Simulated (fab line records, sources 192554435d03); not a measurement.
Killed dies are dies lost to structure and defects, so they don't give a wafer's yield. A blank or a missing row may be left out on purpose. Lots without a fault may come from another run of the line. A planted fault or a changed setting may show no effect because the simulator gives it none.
fab line records | flow n5_finfet | part 1 of 2: steps 1 to 20 of 31
record lots=5 wafers=15 last_day=17
route steps=1938 shown BEOL_M3@979
lots that met no fault: from a run of the same line without faults
start_h: hours from the record's first day to the start of the lot's first wafer shown | wait_h: hours since the lot's step before | " the same as in the row above | L1.1+2: a row that stands for several wafers | - no value, or no start given | * or withheld: withheld | < > ~ a bound
route shown NAME@n: a module of which the file shows steps, and the number in the route of the first | usual: mean/standard deviation of fault-free wafers | same: alike in all rows | chamber/n: place in a boat | sites: the reading at each site | _std_site: their standard deviation | _edge_site: outer sites' mean less inner sites' | radius_mm: how far each site lies from the wafer's centre | mask NAME#n: copy n | behind: the tool/chamber that last shaped the wafer | hold: why the lot was held/for how many hours/how that ended | device: the transistor (n, p or np) that didn't switch | end of line: the same wafers' tests at the end of the route | a step without rows: its recipe alone | killed: dies lost to structure and defects at the first sort, not the wafer's yield | map: a wafer's dies, x killed, . not, _ none there
set.NAME: the setting as run; set.NAME@STEP: as run at that earlier step | model.NAME: the simulator's own value behind a step, which no gauge read
lots at some steps of the route; a table a step, a row a wafer
services: from which hour (start_h, from the record's first day; less than 0 if before it) a tool's chamber was out of use, for how many hours, and why
## steps
# step N5_BEOL_M3_STRIP_36
# recipe chemistry=N2/H2 power_w=450 temp_c=40 pressure_mtorr=20 rf_frequency_hz=6e+07 overash_fraction=0.3 bias_power_w=7 h2_frac=0.5 n2_flow_sccm=200 h2_flow_sccm=200
# usual drypump_motor_current_A=5.90/0.27 oes_product_au=0.78/0.081 rf_vpp_V=59.2/1.4 showerhead_plenum_p_Torr=2.55/0.076 temp_c=39.99/0.11 throttle_valve_pct=23.50/0.27
# columns lot.wafer tool chamber start_h wait_h drypump_motor_current_A oes_product_au rf_hours_counter_h rf_vpp_V showerhead_plenum_p_Torr temp_c throttle_valve_pct
L077.3 rie_diel-03 3 161.27 0.0 5.83 0.70 218 59.1 2.62 39.92 23.50
L077.4 " 0 " " 5.74 0.76 160 61.4 2.42 40.09 23.56
L077.6 " 3 " " 5.83 0.70 - 59.4 2.62 39.99 23.51
L080.2 rie_diel-03 1 173.68 0.0 5.48 0.70 203 59.8 2.51 40.15 23.83
L080.4 " 0 " " 5.73 0.77 164 57.5 2.42 40.09 23.55
L080.6 " 0 " " 5.73 0.77 - 58.7 2.42 39.95 23.50
L088.2 rie_diel-06 1 230.27 0.0 6.49 0.85 70 60.0 2.55 39.93 23.26
L088.4 " 3 " " 5.79 0.70 229 59.1 2.50 40.00 23.78
L088.5 " 2 " " 6.04 0.69 - 59.3 2.48 39.99 23.09
L091.1 rie_diel-03 2 249.52 0.0 6.04 0.78 106 58.4 2.57 40.04 23.77
L091.2 " 3 " " 5.81 0.70 245 57.8 2.61 40.20 23.54
L091.3 " 1 " " 5.47 0.69 227 60.3 2.50 39.87 23.87
L097.3 rie_diel-02 3 284.42 0.0 6.15 0.85 42 59.5 2.50 39.85 23.81
L097.4 " 2 " " 5.94 0.70 200 60.1 2.52 39.93 23.48
L097.5 " 2 " " 5.98 0.71 - 58.8 2.52 39.72 23.45
# step N5_BEOL_M3_TRENCH_ETCH_37
# recipe chemistry=C4F6/O2 target_depth_a=555.55 target=SiOC time_s=29.2 ion_energy_ev=250 pressure_mtorr=30 source_w=355 bias_w=185 Ar_flow_sccm=300 C4F6_flow_sccm=10 O2_flow_sccm=10
# usual C4F6_flow_sccm=10.00/0.032 drypump_motor_current_A=5.90/0.27 oes_product_au=0.78/0.077 rf_vpp_V=664/25 showerhead_plenum_p_Torr=2.86/0.075 throttle_valve_pct=20.77/0.21
# columns lot.wafer tool chamber start_h wait_h C4F6_flow_sccm drypump_motor_current_A oes_product_au rf_hours_counter_h rf_vpp_V showerhead_plenum_p_Torr throttle_valve_pct
L077.3 rie_diel-03 3 - - 10.03 5.80 0.71 218 677 2.89 20.57
L077.4 " 0 " " 9.94 5.74 0.77 160 667 2.74 20.95
L077.6 " 3 " " 10.00 5.84 0.71 - 677 2.89 20.54
L080.2 rie_diel-03 1 - - 9.98 5.45 0.70 203 690 2.83 21.26
L080.4 " 0 " " 10.01 5.67 0.76 164 668 2.74 20.95
L080.6 " 0 " " 9.96 5.72 0.76 - 667 2.74 20.95
L088.2 rie_diel-06 1 - - 10.06 6.50 0.83 70 693 2.91 20.71
L088.4 " 3 " " 10.03 5.76 0.68 229 653 2.83 21.24
L088.5 " 2 " " 10.05 6.07 0.71 - 658 2.78 20.71
L091.1 rie_diel-03 2 - - 10.02 6.03 0.79 106 616 2.87 20.90
L091.2 " 3 " " 9.95 5.87 0.70 245 679 2.88 20.60
L091.3 " 1 " " 9.97 5.47 0.68 227 690 2.82 21.29
L097.3 rie_diel-02 3 - - 10.00 6.13 0.84 42 621 2.80 20.68
L097.4 " 2 " " 9.99 5.99 0.72 200 637 2.85 20.78
L097.5 " 2 " " 10.02 5.95 0.71 - 638 2.85 20.78
# step N5_BEOL_M3_ETCH_41
# recipe chemistry=CH3F/O2 target=SiCN target_depth_a=299 taper_deg=2 time_s=52.5 ion_energy_ev=120 mask_material=TiN pressure_mtorr=30 source_w=395 bias_w=75 Ar_flow_sccm=150 CH3F_flow_sccm=30 O2_flow_sccm=20
# usual drypump_motor_current_A=5.90/0.27 oes_product_au=0.78/0.076 rf_vpp_V=297.6/1.4 showerhead_plenum_p_Torr=2.01/0.055 throttle_valve_pct=16.24/0.22
# columns lot.wafer tool chamber start_h wait_h drypump_motor_current_A oes_product_au rf_hours_counter_h rf_vpp_V showerhead_plenum_p_Torr throttle_valve_pct
L077.3 rie_diel-03 3 - - 5.83 0.71 218 300.6 2.04 16.16
L077.4 " 0 " " 5.73 0.78 160 295.7 1.92 16.40
L077.6 " 3 " " 5.83 0.70 - 298.3 2.04 16.17
L080.2 rie_diel-03 1 - - 5.47 0.70 203 297.1 1.99 16.72
L080.4 " 0 " " 5.71 0.77 164 294.1 1.92 16.40
L080.6 " 0 " " 5.72 0.77 - 296.9 1.92 16.37
L088.2 rie_diel-06 1 - - 6.51 0.84 70 297.9 2.05 16.11
L088.4 " 3 " " 5.76 0.68 229 297.7 1.99 16.71
L088.5 " 2 " " 6.02 0.71 - 297.0 1.95 16.31
L091.1 rie_diel-03 2 - - 6.01 0.78 107 298.4 2.02 16.35
L091.2 " 3 " " 5.83 0.70 245 299.0 2.03 16.23
L091.3 " 1 " " 5.49 0.69 227 296.2 1.98 16.77
L097.3 rie_diel-02 3 - - 6.15 0.85 42 296.0 1.96 16.06
L097.4 " 2 " " 5.96 0.72 200 296.8 2.00 16.27
L097.5 " 2 " " 5.95 0.71 - 296.9 2.00 16.27
# step N5_BEOL_M3_STRIP_97
# recipe chemistry=N2/H2 time_s=10 power_w=450 temp_c=40 pressure_mtorr=20 rf_frequency_hz=6e+07 bias_power_w=7 n2_flow_sccm=200 h2_flow_sccm=200
# usual drypump_motor_current_A=5.90/0.27 oes_product_au=0.78/0.081 rf_vpp_V=59.2/0.84 showerhead_plenum_p_Torr=2.55/0.076 temp_c=39.99/0.1 throttle_valve_pct=23.50/0.27
# columns lot.wafer tool chamber start_h wait_h drypump_motor_current_A oes_product_au rf_hours_counter_h rf_vpp_V showerhead_plenum_p_Torr temp_c throttle_valve_pct
L077.3 rie_diel-03 3 - - 5.86 0.70 218 60.3 2.62 39.80 23.51
L077.4 " 0 " " 5.71 0.76 160 57.1 2.42 39.93 23.52
L077.6 " 3 " " 5.83 0.71 - 57.5 2.62 40.01 23.51
L080.2 rie_diel-03 1 - - 5.46 0.70 203 59.6 2.51 40.07 23.84
L080.4 " 0 " " 5.76 0.76 164 58.9 2.42 39.91 23.54
L080.6 " 0 " " 5.72 0.75 - 59.3 2.42 39.89 23.53
L088.2 rie_diel-06 1 - - 6.49 0.85 70 59.7 2.55 39.93 23.26
L088.4 " 3 " " 5.78 0.70 229 59.6 2.50 40.02 23.79
L088.5 " 2 " " 6.03 0.70 - 60.3 2.48 39.87 23.08
L091.1 rie_diel-03 2 - - 6.04 0.78 107 60.1 2.57 39.85 23.77
L091.2 " 3 " " 5.86 0.69 246 60.6 2.61 39.86 23.54
L091.3 " 1 " " 5.50 0.68 227 59.3 2.50 39.80 23.88
L097.3 rie_diel-02 3 - - 6.13 0.85 43 60.2 2.50 39.90 23.81
L097.4 " 2 " " 6.00 0.71 200 58.1 2.52 39.89 23.51
L097.5 " 2 " " 5.95 0.71 - 59.4 2.52 39.94 23.49
# step N5_BEOL_M3_OCD_MEAS_38
# usual trench_depth_nm=55.4/1.4
# columns lot.wafer tool chamber start_h wait_h trench_depth_nm
L077.3 ocd-02 - 161.47 - 53.9
L077.4 " - " " 56.3
L077.6 " - " " 54.4
L080.2 ocd-01 - 173.88 - 54.1
L080.4 " - " " 56.4
L080.6 " - " " 56.1
L088.2 ocd-01 - 230.46 - 54.4
L088.4 " - " " 52.2
L088.5 " - " " 57.5
L091.1 ocd-02 - 249.71 - 57.5
L091.2 " - " " 55.5
L091.3 " - " " 55.0
L097.3 ocd-01 - 284.62 - 55.6
L097.4 " - " " 54.1
L097.5 " - " " 53.8
# step N5_BEOL_M3_HM_STRIP_39
# recipe chemistry=peroxide_tin_strip material=TiN target_depth_a=250 temp_c=50 time_s=158
# usual bath_guard_temp_C=50.1/0.47 bath_heat_duty_pct=7.2/0.79 temp_c=49.99/0.11
# columns lot.wafer tool chamber start_h wait_h bath_guard_temp_C bath_heat_duty_pct temp_c
L077.3 wet_bench-02 2 161.50 0.0 49.9 6.4 50.06
L077.4 " 0 " " 49.5 8.6 50.14
L077.6 " 3 " " 49.5 6.7 50.04
L080.2 wet_bench-03 3 173.91 0.0 50.4 6.5 49.93
L080.4 " 4 " " 49.6 6.9 50.04
L080.6 " 2 " " 51.2 6.3 49.87
L088.2 wet_bench-02 5 230.49 0.0 50.0 7.5 50.03
L088.4 " 6 " " 49.8 9.0 50.05
L088.5 " 1 " " 50.1 7.4 50.03
L091.1 wet_bench-03 4 249.75 0.0 49.5 6.6 50.11
L091.2 " 1 " " 50.5 7.8 50.11
L091.3 " 5 " " 50.6 5.7 49.91
L097.3 wet_bench-01 3 284.65 0.0 50.1 8.3 49.95
L097.4 " 6 " " 49.3 7.9 50.11
L097.5 " 4 " " 50.4 7.5 49.90
# step N5_BEOL_M3_SRD_40
# recipe time_s=30 temp_c=23 rinse_liquid=diw dry=ipa_marangoni
# usual bath_heat_duty_pct=3.7/0.54 temp_c=23.00/0.1
# columns lot.wafer tool chamber start_h wait_h bath_heat_duty_pct temp_c
L077.3 wet_bench-02 2 161.54 0.0 2.9 22.97
L077.4 " 0 " " 4.7 23.01
L077.6 " 3 " " 3.6 22.94
L080.2 wet_bench-03 3 173.96 0.0 3.6 23.09
L080.4 " 4 " " 3.2 23.01
L080.6 " 2 " " 3.5 22.89
L088.2 wet_bench-02 5 230.54 0.0 3.9 23.13
L088.4 " 6 " " 3.9 22.94
L088.5 " 1 " " 4.1 22.80
L091.1 wet_bench-03 4 249.79 0.0 3.2 22.94
L091.2 " 1 " " 4.4 22.99
L091.3 " 5 " " 3.1 23.02
L097.3 wet_bench-01 3 284.69 0.0 3.3 23.09
L097.4 " 6 " " 4.5 22.98
L097.5 " 4 " " 3.9 22.81
# step N5_BEOL_M3_PRECLEAN_42
# recipe chemistry=residue_remover time_s=60 temp_c=40
# usual bath_guard_temp_C=40.1/0.48 bath_heat_duty_pct=4.6/0.56 temp_c=39.99/0.11
# columns lot.wafer tool chamber start_h wait_h bath_guard_temp_C bath_heat_duty_pct temp_c
L077.3 wet_bench-02 2 161.56 0.0 39.9 4.6 39.84
L077.4 " 0 " " 39.9 5.8 39.96
L077.6 " 3 " " 39.5 3.6 39.98
L080.2 wet_bench-03 3 173.97 0.0 40.7 5.4 40.00
L080.4 " 4 " " 39.8 4.5 39.88
L080.6 " 2 " " 41.0 4.8 40.05
L088.2 wet_bench-02 5 230.55 0.0 40.0 4.7 40.12
L088.4 " 6 " " 39.6 6.0 39.87
L088.5 " 1 " " 39.9 4.6 40.02
L091.1 wet_bench-03 4 249.81 0.0 39.9 4.3 39.88
L091.2 " 1 " " 40.7 4.5 40.28
L091.3 " 5 " " 40.3 3.9 40.01
L097.3 wet_bench-01 3 284.71 0.0 40.1 5.7 40.00
L097.4 " 6 " " 39.8 5.3 39.96
L097.5 " 4 " " 39.9 5.0 40.04
# step N5_BEOL_M3_SRD_43
# recipe time_s=30 temp_c=23 rinse_liquid=diw dry=ipa_marangoni
# usual bath_heat_duty_pct=3.6/0.51 temp_c=23.00/0.11
# columns lot.wafer tool chamber start_h wait_h bath_heat_duty_pct temp_c
L077.3 wet_bench-02 2 161.58 0.0 3.5 23.06
L077.4 " 0 " " 4.6 22.92
L077.6 " 3 " " 3.8 23.11
L080.2 wet_bench-03 3 173.99 0.0 3.7 22.91
L080.4 " 4 " " 4.0 22.88
L080.6 " 2 " " 3.7 23.09
L088.2 wet_bench-02 5 230.57 0.0 3.0 23.05
L088.4 " 6 " " 3.4 23.04
L088.5 " 1 " " 3.6 23.11
L091.1 wet_bench-03 4 249.83 0.0 2.6 23.15
L091.2 " 1 " " 3.2 22.95
L091.3 " 5 " " 2.9 23.05
L097.3 wet_bench-01 3 284.73 0.0 4.2 23.04
L097.4 " 6 " " 4.6 23.13
L097.5 " 4 " " 3.9 22.90
# step N5_BEOL_M3_CD_MEAS_35
# recipe target_cd_nm=18 target_cd_y_nm=21 polarity=opening
# usual cd_nm=18.0/0.43
# columns lot.wafer tool chamber start_h wait_h cd_nm
L077.3 cd_sem-03 - 161.62 0.0 18.7
L077.4 " - " " 17.0
L077.6 " - " " 18.4
L080.2 cd_sem-01 - 174.03 0.0 17.7
L080.4 " - " " 17.5
L080.6 " - " " 18.2
L088.2 cd_sem-03 - 230.61 0.0 17.4
L088.4 " - " " 17.4
L088.5 " - " " 17.4
L091.1 cd_sem-01 - 249.87 0.0 17.9
L091.2 " - " " 18.4
L091.3 " - " " 17.8
L097.3 cd_sem-01 - 284.77 0.0 18.0
L097.4 " - " " 18.3
L097.5 " - " " 18.4
# step N5_BEOL_M3_DEGAS_44
# recipe ambient=vacuum temp_c=250 time_s=60
# usual heater_power_w=329/30
# columns lot.wafer tool chamber start_h wait_h heater_power_w
L077.3 pvd_sputter-01 - 162.15 0.5 300
L077.4 " - " " 307
L077.6 " - " " 325
L080.2 pvd_sputter-02 - 174.14 0.1 335
L080.4 " - " " 351
L080.6 " - " " 343
L088.2 pvd_sputter-01 - 230.66 0.0 320
L088.4 " - " " 381
L088.5 " - " " 381
L091.1 pvd_sputter-01 - 249.91 0.0 357
L091.2 " - " " 389
L091.3 " - " " 309
L097.3 pvd_sputter-03 - 285.20 0.4 292
L097.4 " - " " 313
L097.5 " - " " 287
# step N5_BEOL_M3_PRE_CLEAN_45
# recipe gas=H2/He time_s=30 temp_c=250
# usual heater_power_w=327/30
# columns lot.wafer tool chamber start_h wait_h heater_power_w
L077.3 pvd_sputter-01 - 162.19 0.0 296
L077.4 " - " " 304
L077.6 " - " " 315
L080.2 pvd_sputter-02 - 174.18 0.0 328
L080.4 " - " " 341
L080.6 " - " " 333
L088.2 pvd_sputter-01 - 230.70 0.0 314
L088.4 " - " " 378
L088.5 " - " " 372
L091.1 pvd_sputter-01 - 249.95 0.0 353
L091.2 " - " " 384
L091.3 " - " " 310
L097.3 pvd_sputter-03 - 285.24 0.0 285
L097.4 " - " " 312
L097.5 " - " " 295
# step N5_BEOL_M3_ALD_84
# recipe material=TaN target_thk_a=* temp_c=275 ald_precursor_family=PDMAT ald_co_reactant=NH3 pressure_torr=3 carrier_flow_sccm=1500 pulse_time_s=2 purge_time_s=3 co_reactant_purge_time_s=2 co_reactant_pulse_time_s=3 ald_cycles=30 precursor_vessel_temp_c=75 precursor_vessel_pressure_torr=26.25 precursor_vessel_carrier_sccm=1000
# usual heater_power_w=442/34
# columns lot.wafer tool chamber start_h wait_h heater_power_w
L077.3 ald_metal-04 2 162.26 0.0 444
L077.4 " 3 " " 442
L077.6 " 1 " " 447
L080.2 ald_metal-01 3 174.25 0.1 426
L080.4 " 3 " " 425
L080.6 " 1 " " 499
L088.2 ald_metal-03 2 230.89 0.2 391
L088.4 " 0 " " 468
L088.5 " 0 " " 474
L091.1 ald_metal-03 3 250.01 0.0 475
L091.2 " 2 " " 384
L091.3 " 0 " " 473
L097.3 ald_metal-04 3 285.30 0.0 443
L097.4 " 2 " " 459
L097.5 " 3 " " 440
# step N5_BEOL_M3_SURFACE_TREAT_85
# recipe gas=Ar time_s=* ion_energy_ev=* ion_current_ma_cm2=0.5 pressure_mtorr=* ar_flow_sccm=30
# usual throttle_valve_pct=*
# columns lot.wafer tool chamber start_h wait_h throttle_valve_pct
L077.3 pvd_sputter-01 - 162.54 0.2 *
L077.4 " - " " *
L077.6 " - " " *
L080.2 pvd_sputter-02 - 174.48 0.1 *
L080.4 " - " " *
L080.6 " - " " *
L088.2 pvd_sputter-03 - 231.16 0.2 *
L088.4 " - " " *
L088.5 " - " " *
L091.1 pvd_sputter-01 - 250.24 0.1 *
L091.2 " - " " *
L091.3 " - " " *
L097.3 pvd_sputter-02 - 285.54 0.1 *
L097.4 " - " " *
L097.5 " - " " *
# step N5_BEOL_M3_CVD_47
# recipe material=Co target_thk_a=30 temp_c=withheld precursor=CCTBA/H2 pressure_torr=30 time_s=223.8
# columns lot.wafer tool chamber start_h wait_h
L077.3+4+6 cvd_co-02 2,0,2 162.61 0.1
L080.2+4+6 cvd_co-02 1,1,2 174.63 0.1
L088.2+4+5 cvd_co-02 1,0,1 231.31 0.1
L091.1+2+3 cvd_co-02 0,1,2 250.30 0.0
L097.3+4+5 cvd_co-02 2,1,0 285.72 0.2
# step N5_BEOL_M3_SPUTTER_48
# recipe material=Cu target_thk_a=45 temp_c=-20 chamber_pressure_pa=0.07 power_w=withheld time_s=8.29
# usual throttle_valve_pct=30.0/0.96
# columns lot.wafer tool chamber start_h wait_h throttle_valve_pct
L077.3 pvd_sputter-03 - 162.77 0.1 29.4
L077.4 " - " " 28.6
L077.6 " - " " 29.5
L080.2 pvd_sputter-01 - 174.79 0.1 29.1
L080.4 " - " " 29.2
L080.6 " - " " 31.1
L088.2 pvd_sputter-02 - 231.49 0.1 29.4
L088.4 " - " " 30.6
L088.5 " - " " 30.5
L091.1 pvd_sputter-01 - 250.55 0.2 31.5
L091.2 " - " " 31.0
L091.3 " - " " 29.0
L097.3 pvd_sputter-02 - 286.00 0.2 31.1
L097.4 " - " " 30.4
L097.5 " - " " 31.7
# step N5_BEOL_M3_ANNEAL_49
# recipe temp_c=400 time_s=240 ambient=vacuum
# usual heater_power_w=805/64
# columns lot.wafer tool chamber start_h wait_h heater_power_w
L077.3 pvd_sputter-03 - 162.85 0.0 821
L077.4 " - " " 796
L077.6 " - " " 871
L080.2 pvd_sputter-01 - 174.87 0.0 918
L080.4 " - " " 783
L080.6 " - " " 754
L088.2 pvd_sputter-02 - 231.57 0.0 868
L088.4 " - " " 705
L088.5 " - " " 709
L091.1 pvd_sputter-01 - 250.63 0.0 950
L091.2 " - " " 770
L091.3 " - " " 774
L097.3 pvd_sputter-02 - 286.08 0.0 778
L097.4 " - " " 721
L097.5 " - " " 821
# step N5_BEOL_M3_SPUTTER_79
# recipe material=Cu target_thk_a=45 temp_c=-20 chamber_pressure_pa=0.07 power_w=withheld time_s=8.29
# usual throttle_valve_pct=30.0/0.94
# columns lot.wafer tool chamber start_h wait_h throttle_valve_pct
L077.3 pvd_sputter-03 - 162.99 0.1 29.6
L077.4 " - " " 28.4
L077.6 " - " " 29.8
L080.2 pvd_sputter-01 - 175.01 0.1 29.0
L080.4 " - " " 29.0
L080.6 " - " " 30.9
L088.2 pvd_sputter-02 - 231.71 0.1 29.5
L088.4 " - " " 30.6
L088.5 " - " " 30.7
L091.1 pvd_sputter-01 - 250.77 0.1 31.6
L091.2 " - " " 31.3
L091.3 " - " " 29.2
L097.3 pvd_sputter-02 - 286.22 0.1 30.7
L097.4 " - " " 30.5
L097.5 " - " " 31.4
# step N5_BEOL_M3_ANNEAL_80
# recipe temp_c=400 time_s=240 ambient=vacuum
# usual heater_power_w=806/64
# columns lot.wafer tool chamber start_h wait_h heater_power_w
L077.3 pvd_sputter-03 - 163.07 0.0 826
L077.4 " - " " 795
L077.6 " - " " 834
L080.2 pvd_sputter-01 - 175.09 0.0 917
L080.4 " - " " 788
L080.6 " - " " 756
L088.2 pvd_sputter-02 - 231.79 0.0 869
L088.4 " - " " 720
L088.5 " - " " 703
L091.1 pvd_sputter-01 - 250.85 0.0 939
L091.2 " - " " 763
L091.3 " - " " 791
L097.3 pvd_sputter-02 - 286.30 0.0 791
L097.4 " - " " 708
L097.5 " - " " 839
# step N5_BEOL_M3_SPUTTER_81
# recipe material=Cu target_thk_a=45 temp_c=-20 chamber_pressure_pa=0.07 power_w=withheld time_s=8.29
# usual throttle_valve_pct=30.0/0.95
# columns lot.wafer tool chamber start_h wait_h throttle_valve_pct
L077.3 pvd_sputter-03 - 163.21 0.1 29.5
L077.4 " - " " 28.4
L077.6 " - " " 29.5
L080.2 pvd_sputter-01 - 175.23 0.1 28.8
L080.4 " - " " 29.4
L080.6 " - " " 31.5
L088.2 pvd_sputter-02 - 231.93 0.1 29.5
L088.4 " - " " 30.4
L088.5 " - " " 30.5
L091.1 pvd_sputter-01 - 250.99 0.1 31.1
L091.2 " - " " 30.9
L091.3 " - " " 29.0
L097.3 pvd_sputter-02 - 286.44 0.1 31.0
L097.4 " - " " 30.4
L097.5 " - " " 31.5
